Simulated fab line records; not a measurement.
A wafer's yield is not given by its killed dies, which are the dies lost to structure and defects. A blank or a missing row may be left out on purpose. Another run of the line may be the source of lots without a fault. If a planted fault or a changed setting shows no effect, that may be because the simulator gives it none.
Struck lot and sound lot, side by side | flow n5-finfet | 26 steps out of a route of 1938
Sound: wafers L293.2, L293.3, L293.6. Struck: wafer L302.3 (left out: L302.2, L302.5 of the same lot, which were not struck); the cause appears at the end.
Each step with rows lists, per side, the tool, then ch with its chambers, then its first start. Under that, the readings that differ: sound wafers | struck wafers | difference of the means | sigmas: that difference in standard deviations of wafers without a fault.
alike: words and numbers the same on both sides, and readings whose means are apart by under 2 such deviations; not compared: readings that were withheld, readings missing a value for some wafer, numbers with overlapping values and no deviation given by the record, and bounds like >300 which may hide the same value.
A row with sigmas, a row that says differs or no value, or rows on one side alone: a step with any of these is where the two part. When numbers do not overlap yet have no deviation, they are printed without sigmas and do not part them. Lack of a reading on every wafer of one side parts them only where that side has two or more wafers.

N5_BEOL_M7_INSPECT_58: inspects for defects (darkfield).
  struck on defect-inspect-02, day 12 19:31; sound on defect-inspect-01, day 10 04:16
  alike: raw-defect-count
N5_BEOL_M8_ILD_DEP_00: deposits SiCOH lowk from DEMS/porogen, target thk 179.75 nm, time 33.4 s.
  sound on pecvd-01 ch 1,2, day 10 04:19; struck on pecvd-03 ch 0, day 12 19:32
  alike: heater-power-w, showerhead-plenum-p-Torr, throttle-valve-pct
N5_BEOL_M8_CURE_74: cures SiCOH lowk, time 240 s.
  sound on uv-cure-03 ch 0, day 10 04:27; struck on uv-cure-01 ch 2, day 12 19:41
  alike: lamp-power-pct, wafer_temp_C_max
N5_BEOL_M8_THK_MEAS_01:
  struck on film-metro-01, day 12 20:07; sound on film-metro-01, day 10 04:54
  alike: M8_ILD_THK
N5_BEOL_M8_PECVD_70: deposits SiO2 from TEOS/O2, target thk 20 nm, time 22.7 s.
  sound on pecvd-03 ch 0,1,2, day 10 04:56; struck on pecvd-03 ch 2, day 12 20:10
  alike: heater-power-w, showerhead-plenum-p-Torr, throttle-valve-pct
then, 7 steps without rows for these wafers: N5_BEOL_M8_HM_DEP_02 (deposits TiN, target thk 20 nm); N5_BEOL_M8_COAT_59 (time 60 s, resist thk 100 nm); N5_BEOL_M8_COAT_60 (time 60 s, resist thk 35 nm); N5_BEOL_M8_COAT_05 (resist thk 90 nm); N5_BEOL_M8_EBR_07; N5_BEOL_M8_SOFTBAKE_06 (time 60 s); N5_BEOL_M8_EXPOSE_08 (exposes mask M8).
N5_BEOL_M8_PEB_09: peb time 60 s.
  sound on litho-track-03 ch 0, day 10 06:31; struck on litho-track-04 ch 0, day 12 21:49
then, 1 step without rows for these wafers: N5_BEOL_M8_DEVELOP_10 (develop time 30 s).
N5_BEOL_M8_CD_MEAS_11 targets a cd of 38.5 nm.
  sound on cd-sem-01 ch 0, day 10 06:35; struck on cd-sem-02 ch 0, day 12 21:53
  reading    | sound          | struck | difference | sigmas
  cd-nm (nm) | 38.2 38.5 37.6 | 40.7   | +2.6       | +4
N5_BEOL_M8_OVL_MEAS_12:
  sound on overlay-01 ch 0, day 10 06:37; struck on overlay-01 ch 0, day 12 21:55
  alike: M8_OVL
N5_BEOL_M8_INSPECT_13: inspects for defects (brightfield).
  struck on defect-inspect-02, day 12 21:57; sound on defect-inspect-02, day 10 06:38
  alike: raw-defect-count
then, 1 step without rows for these wafers: N5_BEOL_M8_DESCUM_16 (chemistry O2, time 7.9 s).
N5_BEOL_M8_ETCH_61: etches SiARC in CF4, target depth 45.5 nm, time 75.8 s.
  sound on rie-diel-06 ch 0,1,2, day 10 06:56; struck on rie-diel-06 ch 0, day 12 22:01
  reading                         | sound          | struck | difference | sigmas
  model.BEOL_M8.cd-offset-nm (nm) | -0.6 -0.2 -0.8 | 2.2    | +2.7       |
  alike: bias-w, cf4-flow-sccm, drypump-motor-current-A, etch-rf-on-time-s, oes-product-au, rf-vpp-V, showerhead-plenum-p-Torr, throttle-valve-pct
  not compared: rf-hours-counter-h
then, 2 steps without rows for these wafers: N5_BEOL_M8_ETCH_62 (etches SOC in N2/H2, target depth 110 nm, overetch 22 nm, time 165 s); N5_BEOL_M8_STRIP_68 (strips in N2/H2).
N5_BEOL_M8_STRIP_67: strips in CF4.
  sound on rie-diel-06 ch 0,1,2, day 10 07:08; struck on rie-diel-06 ch 0, day 12 22:13
  alike: cf4-flow-sccm, drypump-motor-current-A, oes-product-au, rf-vpp-V, showerhead-plenum-p-Torr, throttle-valve-pct
  not compared: rf-hours-counter-h
N5_BEOL_M8_HM_OPEN_17: chemistry Cl2/BCl3, target TiN, target depth 20 nm, overetch 6 nm.
  sound on rie-metal-01 ch 1, day 10 07:11; struck on rie-metal-03 ch 0, day 12 22:16
  reading                         | sound          | struck | difference | sigmas
  model.BEOL_M8.cd-offset-nm (nm) | -0.6 -0.4 -0.8 | 2.8    | +3.4       |
  alike: bias-w, drypump-motor-current-A, oes_ar_750_au, oes-product-au, throttle-valve-pct
  not compared: rf-hours-counter-h
N5_BEOL_M8_STRIP_19: strips in O2.
  sound on rie-diel-06 ch 0,2, day 10 07:17; struck on rie-diel-02 ch 0, day 12 22:22
  alike: drypump-motor-current-A, oes-product-au, rf-vpp-V, showerhead-plenum-p-Torr, temp-c, throttle-valve-pct
  not compared: rf-hours-counter-h
N5_BEOL_M8_CD_MEAS_18: pitch 80 nm, target cd 40 nm.
  struck on cd-sem-02, day 12 22:26; sound on cd-sem-01, day 10 07:22
  reading    | sound          | struck | difference | sigmas
  cd-nm (nm) | 39.0 39.8 39.1 | 42.5   | +3.2       | +5
then, 1 step without rows for these wafers: N5_BEOL_M8_COAT_63 (time 60 s, resist thk 60 nm).

WHERE THEY PART
At N5_BEOL_M8_CD_MEAS_11 first; at N5_BEOL_M8_CD_MEAS_18 last (within this record only).

WHY: whatever the simulator had introduced
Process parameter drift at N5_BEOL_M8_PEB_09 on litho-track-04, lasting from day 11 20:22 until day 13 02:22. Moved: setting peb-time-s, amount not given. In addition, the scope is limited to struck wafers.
